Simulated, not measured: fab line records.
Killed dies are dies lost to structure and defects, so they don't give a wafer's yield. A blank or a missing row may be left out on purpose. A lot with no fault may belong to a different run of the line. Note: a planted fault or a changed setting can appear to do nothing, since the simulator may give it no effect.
Which tool did it? :: flow nand harc :: 72 wafers from 24 lots sampled at 5 of the route's 1302 steps

## WHAT EACH GAUGE READ, for each wafer
NHARC_P_CONTACT_OVL_MEAS_13. Usual: overlay x nm -0.3 nm, standard deviation 0.78; overlay y nm 0.0 nm, standard deviation 0.78.
lot: L074
measured: day 6 02:18
on: overlay-02
overlay x nm (nm): -0.6 -0.6 -0.3
overlay y nm (nm): -0.1 0.2 0.0
flag: 

lot: L075
measured: day 6 20:02
on: overlay-02
overlay x nm (nm): -0.5 -1.5 -0.8
overlay y nm (nm): 0.4 0.1 0.4
flag: 

lot: L076
measured: day 6 21:50
on: overlay-02
overlay x nm (nm): -0.2 -1.0 -1.0
overlay y nm (nm): 0.0 -0.5 0.4
flag: 

lot: L077
measured: day 7 03:34
on: overlay-01
overlay x nm (nm): -0.7 -0.8 -1.3
overlay y nm (nm): -1.0 -0.5 -0.9
flag: 

lot: L078
measured: day 7 10:25
on: overlay-02
overlay x nm (nm): 0.6 0.8 0.6
overlay y nm (nm): -1.3 -0.8 -0.8
flag: 

lot: L079
measured: day 7 23:05
on: overlay-02
overlay x nm (nm): 0.9 0.9 0.4
overlay y nm (nm): -0.9 -1.2 -0.8
flag: 

lot: L080
measured: day 8 08:14
on: overlay-02
overlay x nm (nm): 0.5 1.2 0.5
overlay y nm (nm): 0.4 0.3 -0.2
flag: 

lot: L081
measured: day 9 00:45
on: overlay-01
overlay x nm (nm): -0.6 -1.0 -0.6
overlay y nm (nm): -0.1 -0.3 -0.1
flag: 

lot: L082
measured: day 9 00:55
on: overlay-02
overlay x nm (nm): -1.6 -1.2 -1.4
overlay y nm (nm): 0.2 0.3 0.3
flag: 

lot: L083
measured: day 10 02:18
on: overlay-01
overlay x nm (nm): -0.3 -1.3 -1.3
overlay y nm (nm): -0.7 -0.8 -0.7
flag: 

lot: L084
measured: day 10 04:34
on: overlay-01
overlay x nm (nm): 0.3 -0.1 0.1
overlay y nm (nm): 0.7 0.9 0.9
flag: 

lot: L085
measured: day 10 11:16
on: overlay-01
overlay x nm (nm): -0.7 -0.5 -1.0
overlay y nm (nm): -0.1 -0.2 -0.1
flag: 

lot: L086
measured: day 11 01:46
on: overlay-01
overlay x nm (nm): -1.0 -1.1 0.0
overlay y nm (nm): -1.5 -1.1 -1.7
flag: 

lot: L087
measured: day 11 02:04
on: overlay-02
overlay x nm (nm): -1.1 -1.6 -0.8
overlay y nm (nm): 1.5 1.0 1.0
flag: 

lot: L088
measured: day 12 01:26
on: overlay-02
overlay x nm (nm): -0.2 -0.1 -0.2
overlay y nm (nm): 1.3 2.1 1.9
flag: 

lot: L089
measured: day 12 03:21
on: overlay-02
overlay x nm (nm): -0.6 0.0 -0.2
overlay y nm (nm): 0.4 0.5 0.3
flag: 

lot: L090
measured: day 12 20:04
on: overlay-02
overlay x nm (nm): 1.0 1.8 1.7
overlay y nm (nm): -0.3 -0.2 -0.2
flag: 

lot: L091
measured: day 13 00:23
on: overlay-01
overlay x nm (nm): 0.3 0.0 0.7
overlay y nm (nm): -0.1 -0.5 0.1
flag: 

lot: L092
measured: day 13 08:24
on: overlay-02
overlay x nm (nm): -0.6 -0.2 0.0
overlay y nm (nm): 1.1 0.5 0.9
flag: 

lot: L093
measured: day 14 02:16
on: overlay-01
overlay x nm (nm): 0.6 0.2 0.1
overlay y nm (nm): -0.3 0.1 -0.2
flag: 

lot: L094
measured: day 14 10:13
on: overlay-01
overlay x nm (nm): -1.2 -1.0 -0.3
overlay y nm (nm): -1.1 -1.0 -1.3
flag: 

lot: L096
measured: day 14 23:54
on: overlay-02
overlay x nm (nm): -1.3 -0.9 -1.2
overlay y nm (nm): 0.0 0.1 -0.3
flag: 

lot: L095
measured: day 15 00:47
on: overlay-02
overlay x nm (nm): 0.0 0.0 0.2
overlay y nm (nm): 0.1 -0.1 0.1
flag: 

lot: L097
measured: day 15 10:04
on: overlay-01
overlay x nm (nm): -1.3 -1.1 -1.1
overlay y nm (nm): 0.9 1.5 1.3
flag: 

NHARC_P_M0_CD_MEAS_09: target cd 90 nm. Usual: 90.2 nm for cd nm, sd 0.48.
lot: L074
measured: day 6 06:22
on: cd sem-03
cd nm (nm): 90.0 90.0 89.8
flag: 

lot: L075
measured: day 7 00:06
on: cd sem-03
cd nm (nm): 90.1 90.0 89.6
flag: 

lot: L076
measured: day 7 01:55
on: cd sem-02
cd nm (nm): 90.7 90.2 90.5
flag: 

lot: L077
measured: day 7 07:40
on: cd sem-03
cd nm (nm): 90.7 90.8 90.3
flag: 

lot: L078
measured: day 7 14:24
on: cd sem-01
cd nm (nm): 90.5 91.1 90.7
flag: 

lot: L079
measured: day 8 03:04
on: cd sem-02
cd nm (nm): 90.3 90.0 89.8
flag: 

lot: L080
measured: day 8 12:20
on: cd sem-03
cd nm (nm): 89.7 90.2 89.9
flag: 

lot: L081
measured: day 9 05:17
on: cd sem-03
cd nm (nm): 89.9 90.3 90.0
flag: 

lot: L082
measured: day 9 05:59
on: cd sem-02
cd nm (nm): 89.8 89.4 90.1
flag: 

lot: L083
measured: day 10 06:25
on: cd sem-01
cd nm (nm): 90.2 90.9 90.5
flag: 

lot: L084
measured: day 10 08:50
on: cd sem-03
cd nm (nm): 90.1 90.7 90.5
flag: 

lot: L085
measured: day 10 15:24
on: cd sem-01
cd nm (nm): 89.6 90.8 90.5
flag: 

lot: L086
measured: day 11 05:51
on: cd sem-01
cd nm (nm): 90.3 90.6 90.1
flag: 

lot: L087
measured: day 11 06:22
on: cd sem-01
cd nm (nm): 89.8 89.5 89.6
flag: 

lot: L088
measured: day 12 05:40
on: cd sem-01
cd nm (nm): 89.6 89.4 89.8
flag: 

lot: L089
measured: day 12 07:29
on: cd sem-01
cd nm (nm): 91.0 90.1 90.3
flag: 

lot: L090
measured: day 13 00:42
on: cd sem-03
cd nm (nm): 90.3 91.1 90.3
flag: 

lot: L091
measured: day 13 04:52
on: cd sem-02
cd nm (nm): 89.9 90.0 91.2
flag: 

lot: L092
measured: day 13 12:26
on: cd sem-03
cd nm (nm): 90.4 90.0 89.1
flag: 

lot: L093
measured: day 14 06:22
on: cd sem-01
cd nm (nm): 90.3 89.7 89.9
flag: 

lot: L094
measured: day 14 14:17
on: cd sem-03
cd nm (nm): 90.2 90.3 89.7
flag: 

lot: L096
measured: day 15 03:54
on: cd sem-02
cd nm (nm): 89.7 89.7 89.6
flag: 

lot: L095
measured: day 15 04:53
on: cd sem-03
cd nm (nm): 90.1 90.5 90.2
flag: 

lot: L097
measured: day 15 14:04
on: cd sem-03
cd nm (nm): 89.5 90.3 90.3
flag: 

NHARC_P_M1_CD_MEAS_09: target cd 130 nm. Usual: 130.2 nm for cd nm, sd 0.57.
lot: L074
measured: day 6 10:28
on: cd sem-01
cd nm (nm): 129.5 129.4 129.4
flag: 

lot: L075
measured: day 7 04:08
on: cd sem-01
cd nm (nm): 129.0 129.7 129.9
flag: 

lot: L076
measured: day 7 05:50
on: cd sem-03
cd nm (nm): 129.8 130.4 130.3
flag: 

lot: L077
measured: day 7 11:56
on: cd sem-02
cd nm (nm): 129.8 130.4 130.4
flag: 

lot: L078
measured: day 7 18:28
on: cd sem-03
cd nm (nm): 130.3 130.8 129.4
flag: 

lot: L079
measured: day 8 07:07
on: cd sem-01
cd nm (nm): 129.9 130.0 129.7
flag: 

lot: L080
measured: day 8 16:18
on: cd sem-03
cd nm (nm): 129.6 130.5 130.2
flag: 

lot: L081
measured: day 9 09:21
on: cd sem-02
cd nm (nm): 129.8 129.7 129.1
flag: 

lot: L082
measured: day 9 10:02
on: cd sem-01
cd nm (nm): 130.6 130.9 131.4
flag: 

lot: L083
measured: day 10 10:30
on: cd sem-02
cd nm (nm): 130.2 130.1 130.6
flag: 

lot: L084
measured: day 10 12:56
on: cd sem-01
cd nm (nm): 130.7 131.2 130.9
flag: 

lot: L085
measured: day 10 19:42
on: cd sem-03
cd nm (nm): 130.7 130.5 131.0
flag: 

lot: L086
measured: day 11 09:55
on: cd sem-02
cd nm (nm): 129.9 130.5 130.1
flag: 

lot: L087
measured: day 11 10:24
on: cd sem-02
cd nm (nm): 130.3 130.0 130.5
flag: 

lot: L088
measured: day 12 09:46
on: cd sem-02
cd nm (nm): 131.0 131.0 131.0
flag: 

lot: L089
measured: day 12 11:30
on: cd sem-03
cd nm (nm): 128.7 128.9 129.6
flag: 

lot: L090
measured: day 13 04:46
on: cd sem-01
cd nm (nm): 130.6 130.9 129.9
flag: 

lot: L091
measured: day 13 09:01
on: cd sem-03
cd nm (nm): 130.5 130.1 130.4
flag: 

lot: L092
measured: day 13 16:29
on: cd sem-03
cd nm (nm): 130.2 129.7 130.2
flag: 

lot: L093
measured: day 14 10:31
on: cd sem-03
cd nm (nm): 130.0 129.8 129.7
flag: 

lot: L094
measured: day 14 18:26
on: cd sem-01
cd nm (nm): 130.3 130.3 130.3
flag: 

lot: L096
measured: day 15 08:12
on: cd sem-02
cd nm (nm): 130.4 130.6 130.2
flag: 

lot: L095
measured: day 15 08:58
on: cd sem-02
cd nm (nm): 130.3 129.9 129.6
flag: 

lot: L097
measured: day 15 18:46
on: cd sem-01
cd nm (nm): 129.2 129.8 129.7
flag: 

## WHICH TOOL RAN EACH LOT (tool, then ch and the chambers of the sampled wafers, then the start)
lot: L074
NHARC_P_GATE_STRIP_112: plasma asher-02 ch 0,1, day 5 20:15
NHARC_P_M0_PRE_CLEAN_31: pecvd-02 ch 0,1,2, day 6 09:07

lot: L075
NHARC_P_GATE_STRIP_112: plasma asher-02 ch 0,1, day 6 13:59
NHARC_P_M0_PRE_CLEAN_31: pecvd-04 ch 0,1, day 7 02:51

lot: L076
NHARC_P_GATE_STRIP_112: plasma asher-02 ch 0,1, day 6 15:59
NHARC_P_M0_PRE_CLEAN_31: pecvd-01 ch 0,1, day 7 04:39

lot: L077
NHARC_P_GATE_STRIP_112: plasma asher-01 ch 0,1, day 6 21:49
NHARC_P_M0_PRE_CLEAN_31: pecvd-04 ch 0,1,2, day 7 10:37

lot: L078
NHARC_P_GATE_STRIP_112: plasma asher-02 ch 0,1, day 7 04:28
NHARC_P_M0_PRE_CLEAN_31: pecvd-02 ch 0,2, day 7 17:09

lot: L079
NHARC_P_GATE_STRIP_112: plasma asher-02 ch 0,1, day 7 17:19
NHARC_P_M0_PRE_CLEAN_31: pecvd-04 ch 0,1,2, day 8 05:49

lot: L080
NHARC_P_GATE_STRIP_112: plasma asher-01 ch 0,1, day 8 02:08
NHARC_P_M0_PRE_CLEAN_31: pecvd-02 ch 0,1,2, day 8 15:06

lot: L081
NHARC_P_GATE_STRIP_112: plasma asher-02 ch 0,1, day 8 18:32
NHARC_P_M0_PRE_CLEAN_31: pecvd-01 ch 0,1,2, day 9 08:01

lot: L082
NHARC_P_GATE_STRIP_112: plasma asher-01 ch 0,1, day 8 18:45
NHARC_P_M0_PRE_CLEAN_31: pecvd-04 ch 0,1, day 9 08:44

lot: L083
NHARC_P_GATE_STRIP_112: plasma asher-02 ch 0,1, day 9 20:22
NHARC_P_M0_PRE_CLEAN_31: pecvd-01 ch 0,2, day 10 09:10

lot: L084
NHARC_P_GATE_STRIP_112: plasma asher-01 ch 0,1, day 9 20:38
NHARC_P_M0_PRE_CLEAN_31: pecvd-01 ch 0,1, day 10 11:33

lot: L085
NHARC_P_GATE_STRIP_112: plasma asher-02 ch 0,1, day 10 05:07
NHARC_P_M0_PRE_CLEAN_31: pecvd-04 ch 0,1, day 10 18:22

lot: L086
NHARC_P_GATE_STRIP_112: plasma asher-01 ch 0,1, day 10 19:44
NHARC_P_M0_PRE_CLEAN_31: pecvd-02 ch 0,1,2, day 11 08:35

lot: L087
NHARC_P_GATE_STRIP_112: plasma asher-02 ch 0,1, day 10 20:04
NHARC_P_M0_PRE_CLEAN_31: pecvd-02 ch 1,2, day 11 09:06

lot: L088
NHARC_P_GATE_STRIP_112: plasma asher-01 ch 0,1, day 11 19:34
NHARC_P_M0_PRE_CLEAN_31: pecvd-01 ch 1,2, day 12 08:26

lot: L089
NHARC_P_GATE_STRIP_112: plasma asher-02 ch 0,1, day 11 21:24
NHARC_P_M0_PRE_CLEAN_31: pecvd-01 ch 0,2, day 12 10:12

lot: L090
NHARC_P_GATE_STRIP_112: plasma asher-02 ch 0,1, day 12 14:08
NHARC_P_M0_PRE_CLEAN_31: pecvd-01 ch 1,2, day 13 03:27

lot: L091
NHARC_P_GATE_STRIP_112: plasma asher-02 ch 0,1, day 12 18:40
NHARC_P_M0_PRE_CLEAN_31: pecvd-02 ch 1,2, day 13 07:42

lot: L092
NHARC_P_GATE_STRIP_112: plasma asher-01 ch 0,1, day 13 02:31
NHARC_P_M0_PRE_CLEAN_31: pecvd-02 ch 1,2, day 13 15:11

lot: L093
NHARC_P_GATE_STRIP_112: plasma asher-02 ch 0,1, day 13 20:26
NHARC_P_M0_PRE_CLEAN_31: pecvd-04 ch 0,1, day 14 09:11

lot: L094
NHARC_P_GATE_STRIP_112: plasma asher-01 ch 0,1, day 14 04:13
NHARC_P_M0_PRE_CLEAN_31: pecvd-01 ch 0,1, day 14 17:08

lot: L096
NHARC_P_GATE_STRIP_112: plasma asher-02 ch 0,1, day 14 18:17
NHARC_P_M0_PRE_CLEAN_31: pecvd-02 ch 0,2, day 15 06:53

lot: L095
NHARC_P_GATE_STRIP_112: plasma asher-01 ch 0,1, day 14 18:55
NHARC_P_M0_PRE_CLEAN_31: pecvd-04 ch 0,1,2, day 15 07:38

lot: L097
NHARC_P_GATE_STRIP_112: plasma asher-01 ch 0,1, day 15 04:09
NHARC_P_M0_PRE_CLEAN_31: pecvd-02 ch 0,2, day 15 17:29
- NHARC_P_GATE_STRIP_112: strips in N2/H2, time 200 s.
- NHARC_P_M0_PRE_CLEAN_31: time 12 s.

## AS READ BY THE TOOLS THEMSELVES (means over the sampled wafers that have a number; for cases with no such wafer, the mark the record gives instead)
NHARC_P_GATE_STRIP_112. Usual: drypump motor current A 5.5 A, standard deviation 0.37; heater power w 90 W, standard deviation 14; rf refl power W 25 W, standard deviation 8.8.
lot: L074
tool: plasma asher-02
drypump motor current A (A): 5.5
heater power w (W): 103
rf refl power W (W): 30
flag: 

lot: L075
tool: plasma asher-02
drypump motor current A (A): 5.5
heater power w (W): 100
rf refl power W (W): 29
flag: 

lot: L076
tool: plasma asher-02
drypump motor current A (A): 5.5
heater power w (W): 102
rf refl power W (W): 28
flag: 

lot: L077
tool: plasma asher-01
drypump motor current A (A): 5.3
heater power w (W): 75
rf refl power W (W): 24
flag: 

lot: L078
tool: plasma asher-02
drypump motor current A (A): 5.5
heater power w (W): 102
rf refl power W (W): 29
flag: 

lot: L079
tool: plasma asher-02
drypump motor current A (A): 5.5
heater power w (W): 102
rf refl power W (W): 29
flag: 

lot: L080
tool: plasma asher-01
drypump motor current A (A): 5.4
heater power w (W): 76
rf refl power W (W): 24
flag: 

lot: L081
tool: plasma asher-02
drypump motor current A (A): 5.5
heater power w (W): 100
rf refl power W (W): 29
flag: 

lot: L082
tool: plasma asher-01
drypump motor current A (A): 5.4
heater power w (W): 78
rf refl power W (W): 24
flag: 

lot: L083
tool: plasma asher-02
drypump motor current A (A): 5.8
heater power w (W): 93
rf refl power W (W): 22
flag: 

lot: L084
tool: plasma asher-01
drypump motor current A (A): 5.3
heater power w (W): 79
rf refl power W (W): 24
flag: 

lot: L085
tool: plasma asher-02
drypump motor current A (A): 5.8
heater power w (W): 92
rf refl power W (W): 22
flag: 

lot: L086
tool: plasma asher-01
drypump motor current A (A): 5.5
heater power w (W): 79
rf refl power W (W): 23
flag: 

lot: L087
tool: plasma asher-02
drypump motor current A (A): 5.7
heater power w (W): 93
rf refl power W (W): 22
flag: 

lot: L088
tool: plasma asher-01
drypump motor current A (A): 5.3
heater power w (W): 79
rf refl power W (W): 23
flag: 

lot: L089
tool: plasma asher-02
drypump motor current A (A): 5.8
heater power w (W): 97
rf refl power W (W): 21
flag: 

lot: L090
tool: plasma asher-02
drypump motor current A (A): 5.5
heater power w (W): 106
rf refl power W (W): 28
flag: 

lot: L091
tool: plasma asher-02
drypump motor current A (A): 5.5
heater power w (W): 105
rf refl power W (W): 30
flag: 

lot: L092
tool: plasma asher-01
drypump motor current A (A): 5.5
heater power w (W): 77
rf refl power W (W): 24
flag: 

lot: L093
tool: plasma asher-02
drypump motor current A (A): 5.7
heater power w (W): 98
rf refl power W (W): 22
flag: 

lot: L094
tool: plasma asher-01
drypump motor current A (A): 5.3
heater power w (W): 78
rf refl power W (W): 23
flag: 

lot: L096
tool: plasma asher-02
drypump motor current A (A): 5.8
heater power w (W): 97
rf refl power W (W): 22
flag: 

lot: L095
tool: plasma asher-01
drypump motor current A (A): 5.3
heater power w (W): 78
rf refl power W (W): 24
flag: 

lot: L097
tool: plasma asher-01
drypump motor current A (A): 5.3
heater power w (W): 79
rf refl power W (W): 23
flag: 

NHARC_P_M0_PRE_CLEAN_31. Usual: heater power outer w 382 W, standard deviation 45; heater power w 664 W, standard deviation 82.
lot: L074
tool: pecvd-02
heater power outer w (W): 394
heater power w (W): 660
flag: 

lot: L075
tool: pecvd-04
heater power outer w (W): 354
heater power w (W): 599
flag: 

lot: L076
tool: pecvd-01
heater power outer w (W): 364
heater power w (W): 623
flag: 

lot: L077
tool: pecvd-04
heater power outer w (W): 364
heater power w (W): 636
flag: 

lot: L078
tool: pecvd-02
heater power outer w (W): 413
heater power w (W): 674
flag: 

lot: L079
tool: pecvd-04
heater power outer w (W): 363
heater power w (W): 639
flag: 

lot: L080
tool: pecvd-02
heater power outer w (W): 403
heater power w (W): 666
flag: 

lot: L081
tool: pecvd-01
heater power outer w (W): 383
heater power w (W): 671
flag: 

lot: L082
tool: pecvd-04
heater power outer w (W): 366
heater power w (W): 631
flag: 

lot: L083
tool: pecvd-01
heater power outer w (W): 392
heater power w (W): 717
flag: 

lot: L084
tool: pecvd-01
heater power outer w (W): 376
heater power w (W): 668
flag: 

lot: L085
tool: pecvd-04
heater power outer w (W): 395
heater power w (W): 659
flag: 

lot: L086
tool: pecvd-02
heater power outer w (W): 385
heater power w (W): 663
flag: 

lot: L087
tool: pecvd-02
heater power outer w (W): 400
heater power w (W): 691
flag: 

lot: L088
tool: pecvd-01
heater power outer w (W): 387
heater power w (W): 671
flag: 

lot: L089
tool: pecvd-01
heater power outer w (W): 356
heater power w (W): 661
flag: 

lot: L090
tool: pecvd-01
heater power outer w (W): 361
heater power w (W): 643
flag: 

lot: L091
tool: pecvd-02
heater power outer w (W): 371
heater power w (W): 673
flag: 

lot: L092
tool: pecvd-02
heater power outer w (W): 363
heater power w (W): 602
flag: 

lot: L093
tool: pecvd-04
heater power outer w (W): 372
heater power w (W): 639
flag: 

lot: L094
tool: pecvd-01
heater power outer w (W): 364
heater power w (W): 637
flag: 

lot: L096
tool: pecvd-02
heater power outer w (W): 403
heater power w (W): 681
flag: 

lot: L095
tool: pecvd-04
heater power outer w (W): 375
heater power w (W): 667
flag: 

lot: L097
tool: pecvd-02
heater power outer w (W): 347
heater power w (W): 581
flag: 

## THE ANSWER, worked out from the rows above alone
Rule: a lot is off if the mean of its wafers that have a number lies more than 3 standard deviations from the usual mean. A lot without any number at a reading at which 4 lots or more have one is off too. The other lots that the step has rows for count as sound. The gauges are gone through in route order, then the tools' own readings, and for those a lot's mean is taken as printed above. At the first step where some lot is off, the reading lying furthest off is the one used; lots without a number count as furthest.
No lot is off at any reading shown: from this, nothing can be told.

## WHAT THE SIMULATOR PUT IN
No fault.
